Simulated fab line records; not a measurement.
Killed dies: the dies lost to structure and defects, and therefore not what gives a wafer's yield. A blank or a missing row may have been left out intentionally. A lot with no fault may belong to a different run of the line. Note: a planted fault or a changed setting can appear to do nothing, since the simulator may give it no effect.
Split-lot experiment	flow n5-finfet	39 wafers read across 7 lots, on a route 1938 steps long

## ABOUT THE SPLIT
At N5_SD_EPI_N_EPI_21 (deposits Si:P, time 690 s), the setting temp-c was moved away from the recipe's 680 C on 12 of the 39 wafers read, by -0.4% to +0.7%. The other wafers ran this setting at the recipe's value.

## FROM THE SPLIT TO THE READING: what the file shows between them, 12 steps
- N5_SD_EPI_N_EPI_MEAS_23
- N5_SD_EPI_N_PRECLEAN_24: cleans in O3/DIW, time 60 s
- N5_SD_EPI_N_SRD_25: time 30 s
- N5_SD_EPI_N_PRECLEAN_49: cleans in NF3:NH3, afs cycles 1, time 20 s, sublimation time 60 s
- N5_SD_EPI_P_EPI_21: deposits SiGe:B, time 355 s
- N5_SD_EPI_P_HM_STRIP_48: strips SiNx in H3PO4, material SiNx, target depth 3 nm
- N5_SD_EPI_P_SRD_49: time 30 s
- N5_SD_EPI_P_PRECLEAN_24: cleans in O3/DIW, time 45 s
- N5_SD_EPI_P_PRECLEAN_32: cleans in dHF, time 10 s
- N5_SD_EPI_P_PRECLEAN_33: cleans in SC2, time 45 s
- N5_SD_ACTIVATION_RTA_00: time 0 s
- N5_SD_ACTIVATION_LSA_01: time 0.0008 s

## THE READING
RS_SD_N, in ohm/sq, at N5_SD_ACTIVATION_RS_MEAS_03 (measures by four-point-probe). Fault-free wafers of this fab line usually give 21.8 ohm/sq, standard deviation 0.33 ohm/sq.

wafer	tool, chamber at the split	temp-c as run, C	against the recipe	RS_SD_N, ohm/sq	against lot-mates on the recipe
L078.1	epi-rpcvd-02, 0	680	recipe	22.0	-
L078.2	epi-rpcvd-02, 0	680	recipe	21.8	-
L078.3	epi-rpcvd-02, 0	680	recipe	21.9	-
L078.4	epi-rpcvd-02, 0	680	recipe	21.8	-
L078.5	epi-rpcvd-02, 0	680	recipe	22.2	-
L078.6	epi-rpcvd-02, 0	680	recipe	21.7	-
L080.1	epi-rpcvd-02, 0	684.1	+0.6%	20.8	-1.4
L080.2	epi-rpcvd-02, 0	680	recipe	22.1	-
L080.3	epi-rpcvd-02, 0	680	recipe	22.1	-
L080.4	epi-rpcvd-02, 0	684.1	+0.6%	20.3	-1.9
L080.5	epi-rpcvd-02, 0	680	recipe	22.3	-
L080.6	epi-rpcvd-02, 0	684.1	+0.6%	21.1	-1.1
L085.1	epi-rpcvd-03, 0	684.6	+0.7%	19.4	-2.0
L085.2	epi-rpcvd-03, 0	684.6	+0.7%	20.1	-1.3
L085.3	epi-rpcvd-03, 0	680	recipe	21.4	-
L085.4	epi-rpcvd-03, 0	680	recipe	21.4	-
L085.5	epi-rpcvd-03, 0	680	recipe	21.3	-
L085.6	epi-rpcvd-03, 0	684.6	+0.7%	19.8	-1.6
L088.1	epi-rpcvd-03, 0	677.6	-0.4%	22.7	+0.7
L088.2	epi-rpcvd-03, 0	680	recipe	21.8	-
L088.3	epi-rpcvd-03, 0	677.6	-0.4%	22.6	+0.6
L088.4	epi-rpcvd-03, 0	680	recipe	22.2	-
L088.5	epi-rpcvd-03, 0	680	recipe	22.1	-
L088.6	epi-rpcvd-03, 0	677.6	-0.4%	22.4	+0.4
L090.1	epi-rpcvd-02, 0	681.8	+0.3%	20.8	-0.7
L090.2	epi-rpcvd-02, 0	681.8	+0.3%	20.8	-0.7
L090.3	epi-rpcvd-02, 0	680	recipe	21.6	-
L090.4	epi-rpcvd-02, 0	680	recipe	21.6	-
L090.5	epi-rpcvd-02, 0	681.8	+0.3%	20.9	-0.6
L090.6	epi-rpcvd-02, 0	680	recipe	21.4	-
L093.1	epi-rpcvd-01, 0	680	recipe	22.0	-
L093.2	epi-rpcvd-01, 0	680	recipe	22.5	-
L093.4	epi-rpcvd-01, 0	680	recipe	22.6	-
L096.1	epi-rpcvd-01, 0	680	recipe	22.0	-
L096.2	epi-rpcvd-01, 0	680	recipe	22.1	-
L096.3	epi-rpcvd-01, 0	680	recipe	22.0	-
L096.4	epi-rpcvd-01, 0	680	recipe	22.1	-
L096.5	epi-rpcvd-01, 0	680	recipe	22.1	-
L096.6	epi-rpcvd-01, 0	680	recipe	21.9	-

THE FIT
A straight line over all 39 wafers: RS_SD_N changes by -2.59 ohm/sq for each +1% of temp-c; r = -0.89; the points scatter about the line by 0.37 ohm/sq.
The same after taking each lot's own level away (the mean of its wafers on the recipe; 39 wafers): -2.24 ohm/sq for each +1%; r = -0.95; scatter 0.19 ohm/sq.
That fit puts the effect of the largest move of temp-c on the reading at 1.5 ohm/sq.
Across the lots, their own levels run from 21.37 to 22.37 ohm/sq, a range of 3.0 times the standard deviation given above.
Thus the slope moves with the lot-to-lot level: the two fits are different.
Check: with one of the wafers moved furthest among these (+0.7%) left out of the fit, the line predicts -1.48 ohm/sq for it against its lot-mates. It came out at -1.97 ohm/sq against them.

## THE WHOLE CHAIN: every reading that the file lists as answering this split, in the file's order
step	what it does	reading	change (the file's fit)	r (the file's)
N5_SD_EPI_N_EPI_21	deposits Si:P, time 690 s	Si-P_of_SD_EPI_N_EPI_21.thk-nm (the simulator's own value, which no gauge read)	+7.58 nm for each +1% of the setting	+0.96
N5_SD_EPI_N_EPI_MEAS_23		thk-nm	withheld for each +1% of the setting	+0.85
N5_SD_EPI_N_PRECLEAN_24	cleans in O3/DIW, time 60 s	Si-P_of_SD_EPI_N_EPI_21.thk-nm (the simulator's own value, which no gauge read)	+7.45 nm for each +1% of the setting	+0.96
N5_SD_EPI_P_HM_STRIP_48	strips SiNx in H3PO4, material SiNx, target depth 3 nm	Si-P_of_SD_EPI_N_EPI_21.thk-nm (the simulator's own value, which no gauge read)	+7.28 nm for each +1% of the setting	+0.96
N5_SD_EPI_P_PRECLEAN_24	cleans in O3/DIW, time 45 s	Si-P_of_SD_EPI_N_EPI_21.thk-nm (the simulator's own value, which no gauge read)	+7.36 nm for each +1% of the setting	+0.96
N5_SD_ACTIVATION_RS_MEAS_03	measures by four-point-probe	RS_SD_N	-2.31 for each +1% of the setting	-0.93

## THE FILE'S OWN FIT
RS_SD_N changes by -2.31 ohm/sq for each +1% of temp-c, r = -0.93.
